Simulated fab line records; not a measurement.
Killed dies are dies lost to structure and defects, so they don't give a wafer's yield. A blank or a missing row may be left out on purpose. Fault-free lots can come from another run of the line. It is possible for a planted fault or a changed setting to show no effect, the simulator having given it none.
What tool caused it? -- flow n5 finfet -- 10 lots with 27 wafers sampled at 5 steps, on a route of 1938 steps

## WHAT THE GAUGES READ, wafer by wafer
N5_BEOL_M13_THK_MEAS_50: measures by xrf. Usual: M13_THK typically reads 416 nm, with standard deviation 6.4.
lot,measured,on,M13_THK (nm),flag
L130,day 12 22:04,film metro-02,411 425 411,
L133,day 12 22:33,film metro-02,424 406,
L136,day 13 12:41,film metro-02,418 430,
L135,day 13 13:32,film metro-02,411 415 414,
L132,day 14 12:12,film metro-02,422 421 422,
L137,day 14 21:49,film metro-02,420 419 427,
L139,day 15 05:11,film metro-02,415 425 415,
L147,day 16 21:53,film metro-01,417 403,
L149,day 17 11:37,film metro-01,414 413 415,
L150,day 17 19:32,film metro-01,417 412 417,

N5_BEOL_M14_THK_MEAS_01. Usual: M14_ILD_THK typically reads 1122 nm, with standard deviation 14.
lot,measured,on,M14_ILD_THK (nm),flag
L130,day 12 22:28,film metro-01,1105 1116 1137,
L133,day 12 22:56,film metro-01,1120 1106,
L136,day 13 13:06,film metro-02,1168 1149,
L135,day 13 13:55,film metro-02,1124 1128 1135,
L132,day 14 12:35,film metro-02,1092 1126 1129,
L137,day 14 22:11,film metro-02,1281 1141 1145,OFF
L139,day 15 05:34,film metro-02,1107 1286 1134,OFF
L147,day 16 22:16,film metro-02,1119 1124,
L149,day 17 12:02,film metro-01,1135 1127 1124,
L150,day 17 19:55,film metro-02,1114 1097 1127,

## WHAT TOOL EACH LOT RAN ON (gives the tool, then ch and the chambers of the sampled wafers, and finally the start)
lot,N5_BEOL_M13_ETCH_68,N5_BEOL_M13_ETCH_38,N5_BEOL_M14_ILD_DEP_00
L130,"rie diel-02 ch 2,3, day 12 19:29","rie diel-02 ch 1,2, day 12 20:29","pecvd-04 ch 0,1,2, day 12 22:16"
L133,"rie diel-04 ch 0,2, day 12 19:56","rie diel-04 ch 0,1, day 12 20:36","pecvd-02 ch 1,2, day 12 22:44"
L136,"rie diel-02 ch 0,3, day 13 05:56","rie diel-04 ch 1, day 13 11:10","pecvd-04 ch 0,2, day 13 12:59"
L135,"rie diel-02 ch 0,1, day 13 07:49","rie diel-05 ch 0,2,3, day 13 11:38","pecvd-04 ch 0,1, day 13 13:44"
L132,"rie diel-05 ch 0,1,3, day 14 08:21","rie diel-05 ch 0,2,3, day 14 10:39","pecvd-02 ch 0,2, day 14 12:23"
L137,"rie diel-02 ch 0,1,3, day 14 18:01","rie diel-02 ch 0,1, day 14 20:18","pecvd-04 ch 0,1,2, day 14 22:00"
L139,"rie diel-02 ch 1,2,3, day 14 18:33","rie diel-04 ch 0,3, day 15 03:22","pecvd-04 ch 0,1,2, day 15 05:23"
L147,"rie diel-04 ch 0,3, day 16 17:27","rie diel-02 ch 2,3, day 16 18:43","pecvd-03 ch 0,1, day 16 22:05"
L149,"rie diel-02 ch 1,2,3, day 17 08:08","rie diel-05 ch 1,2, day 17 08:35","pecvd-04 ch 0,1,2, day 17 11:55"
L150,"rie diel-04 ch 1,2, day 17 15:49","rie diel-02 ch 1,3, day 17 17:57","pecvd-04 ch 0,1,2, day 17 19:44"
- N5_BEOL_M13_ETCH_68: etches SOC in N2/H2, time 355 s.
- N5_BEOL_M13_ETCH_38: etches SiCN in CF4/N2, target depth 67.5 nm, time 71.9 s.
- N5_BEOL_M14_ILD_DEP_00: deposits SiO2 from TEOS/O2, target thk 1119.3 nm, time 237.4 s.

## WHAT THE TOOLS THEMSELVES READ (means of the sampled wafers that have a number; where no wafer has one, the mark that the record gives instead)
N5_BEOL_M13_ETCH_68. Usual: bias w is 349.9 W with standard deviation 1, chamber pressure mTorr is 29.997 mTorr with standard deviation 0.028, drypump motor current A is 5.65 A with standard deviation 0.27, oes product au is 0.82 a.u. with standard deviation 0.09, rf vpp V is 523.8 V with standard deviation 2.6, showerhead plenum p Torr is 2.55 Torr with standard deviation 0.088, and throttle valve pct is 17.71 % with standard deviation 0.21.
lot,tool,bias w (W),chamber pressure mTorr (mTorr),drypump motor current A (A),oes product au (a.u.),rf vpp V (V),showerhead plenum p Torr (Torr),throttle valve pct (%),flag
L130,rie diel-02,350.3,30.016,5.59,0.91,523.5,2.57,17.63,
L133,rie diel-04,349.6,29.998,5.73,0.80,523.5,2.50,17.78,
L136,rie diel-02,350.0,29.986,5.40,0.80,521.0,2.45,17.84,
L135,rie diel-02,349.7,30.028,5.67,0.84,522.5,2.55,17.54,
L132,rie diel-05,349.3,30.008,5.58,0.80,525.1,2.59,17.70,
L137,rie diel-02,350.3,29.981,5.53,0.81,522.1,2.50,17.71,
L139,rie diel-02,351.2,30.007,5.67,0.88,524.9,2.56,17.58,
L147,rie diel-04,348.4,30.004,5.61,0.80,525.4,2.60,17.96,
L149,rie diel-02,350.2,30.020,5.66,0.85,524.0,2.55,17.64,
L150,rie diel-04,350.1,30.005,5.82,0.79,523.9,2.54,17.69,

N5_BEOL_M13_ETCH_38. Usual: bias w 69.99 W, standard deviation 0.21; chamber pressure mTorr 40.00 mTorr, standard deviation 0.036; drypump motor current A 5.7 A, standard deviation 0.34; mfc ar sccm 99.99 sccm, standard deviation 0.29; oes product au 0.78 a.u., standard deviation 0.092; rf vpp V 382.4 V, standard deviation 1.8; showerhead plenum p Torr 2.22 Torr, standard deviation 0.07; throttle valve pct 15.40 %, standard deviation 0.22.
lot,tool,bias w (W),chamber pressure mTorr (mTorr),drypump motor current A (A),mfc ar sccm (sccm),oes product au (a.u.),rf vpp V (V),showerhead plenum p Torr (Torr),throttle valve pct (%),flag
L130,rie diel-02,69.86,40.04,5.8,99.98,0.92,382.8,2.26,15.05,
L133,rie diel-04,70.00,39.97,5.8,100.00,0.69,382.2,2.24,15.66,
L136,rie diel-04,69.80,40.01,6.0,100.17,0.69,384.0,2.29,15.49,
L135,rie diel-05,69.92,40.00,5.8,100.07,0.77,383.2,2.23,15.41,
L132,rie diel-05,69.91,40.02,5.8,99.92,0.76,383.1,2.23,15.43,
L137,rie diel-02,69.94,40.01,5.5,99.97,0.75,381.6,2.14,15.45,
L139,rie diel-04,70.16,40.00,5.6,100.21,0.76,383.1,2.23,15.71,
L147,rie diel-02,70.11,40.05,5.6,99.24,0.84,381.6,2.19,15.30,
L149,rie diel-05,70.17,40.04,5.4,100.18,0.76,382.7,2.21,15.33,
L150,rie diel-02,70.16,40.00,5.7,100.08,0.84,382.0,2.21,15.22,

N5_BEOL_M14_ILD_DEP_00. Usual: heater power w 567 W, standard deviation 120; run length s 280.3 s, standard deviation 0.77; showerhead plenum p Torr 8.35 Torr, standard deviation 0.037; throttle valve pct 18.5 %, standard deviation 0.53.
lot,tool,heater power w (W),run length s (s),showerhead plenum p Torr (Torr),throttle valve pct (%),flag
L130,pecvd-04,652,280.7,8.34,18.3,
L133,pecvd-02,566,280.2,8.34,18.6,
L136,pecvd-04,562,280.4,8.39,18.7,
L135,pecvd-04,649,280.9,8.32,18.5,
L132,pecvd-02,452,280.0,8.35,18.5,
L137,pecvd-04,561,292.2,8.35,18.3,OFF
L139,pecvd-04,696,292.4,8.35,18.2,OFF
L147,pecvd-03,572,279.9,8.34,18.9,
L149,pecvd-04,646,280.9,8.33,18.4,
L150,pecvd-04,619,281.0,8.36,18.5,

## THE ANSWER, worked out from the rows above alone
Rule: take the mean of a lot's wafers that have a number; if it is more than 3 standard deviations from the usual mean, the lot is off. Also off: a lot with no number at a reading for which 4 or more lots have one. Where the step has rows for the other lots, those lots are counted as sound. After the gauges, taken in route order, come the tools' own readings; for these a lot's mean is taken, as printed above. At the first step where some lot is off, the reading lying furthest off is the one used; lots without a number count as furthest.
Off: L137, L139, at N5_BEOL_M14_THK_MEAS_01 (M14_ILD_THK).
If a tool, at a process step before that reading, ran all the lots that are off and no sound lot after the first of them, it fits. Not tried: the gauges at N5_BEOL_M14_THK_MEAS_01; whatever is off there is also off at N5_BEOL_M14_ILD_DEP_00, on other tools, and gauge error can't account for it. No candidate that was tried fits.

## WHAT THE SIMULATOR HAD INSERTED
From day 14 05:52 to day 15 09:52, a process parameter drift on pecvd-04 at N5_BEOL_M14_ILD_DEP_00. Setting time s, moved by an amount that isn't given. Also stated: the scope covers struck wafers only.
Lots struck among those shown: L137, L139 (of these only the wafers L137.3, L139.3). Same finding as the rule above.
